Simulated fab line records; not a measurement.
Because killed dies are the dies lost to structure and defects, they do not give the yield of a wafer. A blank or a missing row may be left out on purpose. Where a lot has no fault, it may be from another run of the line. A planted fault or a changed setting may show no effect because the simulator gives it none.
2 desks, one fault -- flow nand_harc -- what lay behind the numbers comes last; until then each desk has only its own

## TOOL OWNER'S DESK, rie_diel-06
The tool's own readings at NHARC_A_CHANNEL_HOLE_D1_ETCH_16 (etches the open film in O2/COS, target depth 3100 nm, time 806 s): means of the sampled wafers that have a number, for each lot that ran on this tool. The brackets show how far a lot's mean lies from the usual mean; more than 4 standard deviations puts the lot out of limits, marked OUT.
Columns: A = drypump_motor_current_A at NHARC_A_CHANNEL_HOLE_D1_ETCH_16, usual 5.4 A; B = o2_flow_sccm at NHARC_A_CHANNEL_HOLE_D1_ETCH_16, usual 400.0 sccm; C = oes_product_au at NHARC_A_CHANNEL_HOLE_D1_ETCH_16, usual 0.999 a.u.; D = rf_vpp_V at NHARC_A_CHANNEL_HOLE_D1_ETCH_16, usual 312.7 V; E = showerhead_plenum_p_Torr at NHARC_A_CHANNEL_HOLE_D1_ETCH_16, usual 3.03 Torr; F = throttle_valve_pct at NHARC_A_CHANNEL_HOLE_D1_ETCH_16, usual 28.330 %
lot,first seen here,A,B,C,D,E,F
L483,day 9 19:40,5.0,398.9,1.004,311.4,3.00,28.332
L488,day 12 02:32,5.6,400.6,0.999,312.0,3.01,28.332
L496,day 15 08:35,5.2,400.6,0.996,313.3,3.04,28.325
L497,day 15 13:41,5.6,399.0,0.997,312.0,2.99,28.329
L498,day 16 00:14,5.6,399.4,1.001,312.0,3.00,28.335
L500,day 16 13:02,5.6,400.7,0.999,312.3,3.00,28.327
L499,day 16 16:31,5.8,401.3,0.995,312.6,2.93,28.326
Finding of this desk: none of the 7 lots has anything out of limits.

## THE METROLOGY DESK
Means of the sampled wafers that have a number, per lot and without regard to the tool the lot ran on: this is what the gauges read. The brackets show how far a lot's mean lies from the usual mean; more than 4 standard deviations puts the lot out of limits, marked OUT.
Columns: A = overlay_x_nm at NHARC_A_CHANNEL_HOLE_D1_OVL_MEAS_11, usual 0.0 nm; B = overlay_y_nm at NHARC_A_CHANNEL_HOLE_D1_OVL_MEAS_11, usual -0.2 nm
lot,first seen here,A,B
L483,day 9 19:02,0.7,-0.0
L482,day 9 20:16,-0.9,-0.5
L484,day 10 06:02,-0.2,0.4
L485,day 10 16:17,0.4,1.3
L488,day 12 01:51,-0.1,-0.3
L493,day 14 13:02,-0.1,-0.1
L496,day 15 07:55,-1.0,-0.3
L497,day 15 13:04,-0.0,-0.6
L498,day 15 23:37,0.2,0.0
L500,day 16 12:24,-0.1,0.1
L499,day 16 15:50,-0.6,-0.9
Finding of this desk: none of the 11 lots has anything out of limits.

## BROUGHT TOGETHER
The tool owner's desk saw nothing out of limits.
At the metrology desk, nothing out of limits was observed.

## WHAT WAS PUT IN BY THE SIMULATOR
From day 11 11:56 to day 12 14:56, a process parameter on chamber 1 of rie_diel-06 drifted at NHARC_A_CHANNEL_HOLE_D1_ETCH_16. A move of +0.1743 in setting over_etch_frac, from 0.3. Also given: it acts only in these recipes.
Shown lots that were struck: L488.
